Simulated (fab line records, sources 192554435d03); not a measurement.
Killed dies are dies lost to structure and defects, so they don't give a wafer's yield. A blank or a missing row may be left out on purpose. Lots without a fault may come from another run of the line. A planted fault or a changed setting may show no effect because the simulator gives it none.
Split-lot experiment | flow n5_finfet | 7 lots, 21 wafers read, on a route of 1938 steps

THE SPLIT
At N5_BEOL_M1_COAT_68 (time 60 s, resist thk 12 nm), the setting spin_rpm was moved away from the recipe's 1500 rpm on 6 of the 21 wafers read, by -9.7% to +6.9%. The other wafers ran this setting at the recipe's value.

FROM THE SPLIT TO THE READING: what the file shows between them, 4 steps
- N5_BEOL_M1_COAT_76: time 60 s, resist thk 5 nm
- N5_BEOL_M1_COAT_22: resist thk 30 nm
- N5_BEOL_M1_DESCUM_33: chemistry O2, time 7 s
- N5_BEOL_M1_ETCH_77: etches underlayer in N2/H2, target depth 6.5 nm, time 5.2 s

THE READING
etch.depth_nm (the simulator's own value, which no gauge read), in nm, at N5_BEOL_M1_ETCH_69 (etches SiARC in CF4, target depth 15.6 nm, time 26 s). The file gives no usual value for it. The 15 wafers here that ran the recipe average 12.00 nm, standard deviation 0.053 nm.

wafer  | tool, chamber at the split | spin_rpm as run, rpm | against the recipe | etch.depth_nm, nm | against lot-mates on the recipe
L076.1 | litho_track-05, 0          | 1500                 | recipe             | 12                | -
L076.3 | litho_track-05, 0          | 1559                 | +3.9%              | 11.76             | -0.24
L076.5 | litho_track-05, 0          | 1559                 | +3.9%              | 11.78             | -0.22
L080.1 | litho_track-05, 0          | 1500                 | recipe             | 12.1              | -
L080.3 | litho_track-05, 0          | 1500                 | recipe             | 12.06             | -
L080.6 | litho_track-05, 0          | 1500                 | recipe             | 12.07             | -
L081.3 | litho_track-05, 0          | 1500                 | recipe             | 12.01             | -
L081.4 | litho_track-05, 0          | 1500                 | recipe             | 12.03             | -
L081.6 | litho_track-05, 0          | 1500                 | recipe             | 12                | -
L083.2 | litho_track-03, 0          | 1354                 | -9.7%              | 12.63             | no lot-mate on the recipe
L083.4 | litho_track-03, 0          | 1354                 | -9.7%              | 12.66             | no lot-mate on the recipe
L083.5 | litho_track-03, 0          | 1354                 | -9.7%              | 12.64             | no lot-mate on the recipe
L095.1 | litho_track-04, 0          | 1500                 | recipe             | 11.94             | -
L095.3 | litho_track-04, 0          | 1500                 | recipe             | 11.93             | -
L095.4 | litho_track-04, 0          | 1500                 | recipe             | 11.91             | -
L096.2 | litho_track-04, 0          | 1604                 | +6.9%              | 11.58             | -0.37
L096.4 | litho_track-04, 0          | 1500                 | recipe             | 11.96             | -
L096.6 | litho_track-04, 0          | 1500                 | recipe             | 11.94             | -
L097.1 | litho_track-04, 0          | 1500                 | recipe             | 11.98             | -
L097.3 | litho_track-04, 0          | 1500                 | recipe             | 12                | -
L097.6 | litho_track-04, 0          | 1500                 | recipe             | 12                | -

THE FIT
A straight line over all 21 wafers: etch.depth_nm changes by -0.0646 nm for each +1% of spin_rpm; r = -0.99; the points scatter about the line by 0.049 nm.
The same after taking each lot's own level away (the mean of its wafers on the recipe; 18 wafers): -0.0552 nm for each +1%; r = -0.99; scatter 0.014 nm.
On that fit, the largest move of spin_rpm shifts the reading by 0.54 nm.
The lots' own levels span 11.927 to 12.077 nm, that is 2.9 times the standard deviation above.
So the lot-to-lot level changes the slope: the two fits differ.
Check: with one of the wafers moved furthest among these (+6.9%) left out of the fit, the line predicts -0.405 nm for it against its lot-mates. It came out at -0.37 nm against them.

OTHER SPLITS ON THESE WAFERS
These wafers also went through other splits before the reading. Each is held against what the fit with the lots' levels taken away leaves over:
other split on the same wafers        | wafers away from the commonest value | r with etch.depth_nm (lot level and that fit taken away)
N5_MOL_CONTACT_COAG_EXPOSE_81 dose_mj | 12                                   | -0.08
N5_BEOL_M0_SAQP_COAT_08 spin_rpm      | 6                                    | -0.04
N5_BEOL_M0_SAQP_EXPOSE_11 dose_mj     | 5                                    | -0.02
N5_BEOL_M0_CUTY_COAT_50 spin_rpm      | 5                                    | -0.23
N5_BEOL_M1_ETCH_64 bias_w             | 8                                    | -0.18

THE WHOLE CHAIN: every reading that the file lists as answering this split, in the file's order
step               | what it does                                         | reading                                                                          | change (the file's fit)                | r (the file's)
N5_BEOL_M1_COAT_68 | time 60 s, resist thk 12 nm                          | SiARC_of_BEOL_M1_COAT_68.thk_nm (the simulator's own value, which no gauge read) | -0.056 nm for each +1% of the setting  | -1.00
N5_BEOL_M1_ETCH_69 | etches SiARC in CF4, target depth 15.6 nm, time 26 s | etch.depth_nm (the simulator's own value, which no gauge read)                   | -0.0539 nm for each +1% of the setting | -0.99

THE FILE'S OWN FIT
etch.depth_nm changes by -0.0539 nm for each +1% of spin_rpm, r = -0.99.
